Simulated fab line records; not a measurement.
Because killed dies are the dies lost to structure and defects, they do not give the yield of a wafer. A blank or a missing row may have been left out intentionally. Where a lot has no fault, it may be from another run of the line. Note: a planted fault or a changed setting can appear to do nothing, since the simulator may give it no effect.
Which tool was responsible?	flow n5Finfet	at 1 step of a route of 1938, 12 lots with 36 wafers sampled

== WHAT THE GAUGES SHOWED, per wafer ==
N5_BEOL_M1_CD_MEAS_11: target cd 17.05 nm.
lot	measured	on	cdNm (nm)
L075	day 6 15:12	cdSem-03	17.09 17.37 16.84
L076	day 7 01:10	cdSem-03	16.76 17.50 17.19
L080	day 7 17:23	cdSem-03	16.55 16.72 17.06
L079	day 7 20:59	cdSem-02	17.19 16.94 17.39
L083	day 8 04:34	cdSem-03	16.86 16.59 16.40
L085	day 9 00:52	cdSem-02	17.00 16.59 16.86
L087	day 9 06:22	cdSem-03	17.04 16.80 16.89
L089	day 9 15:56	cdSem-03	17.26 17.31 17.20
L091	day 10 08:26	cdSem-03	17.04 17.10 17.08
L093	day 10 20:14	cdSem-01	17.27 17.15 16.93
L096	day 11 11:07	cdSem-01	16.83 17.25 17.36
L097	day 11 20:22	cdSem-01	17.09 17.37 16.70

== WHAT TOOL EACH LOT RAN ON (gives the tool, then ch and the chambers of the sampled wafers, and finally the start) ==
There is no process step in the record ahead of these readings.

== THE ANSWER, worked out from the rows above alone ==
Rule: the usual values come from the lots themselves. Put in order of their means at a reading, lots are off if they are a third of the lots or fewer, leave a main group of 4 or more, and stand apart from it by a gap of 3 or more times the standard deviation of the main group's means; of several such gaps the widest counts. A main group whose means are all the same, to the digits that the tables above print for the reading, isn't used. Also off: a lot with no number at a reading for which 4 or more lots have one. Where the step has rows for the other lots, those lots are counted as sound.
No lot is off at any reading shown: from this, nothing can be told.

== WHAT THE SIMULATOR HAD INSERTED ==
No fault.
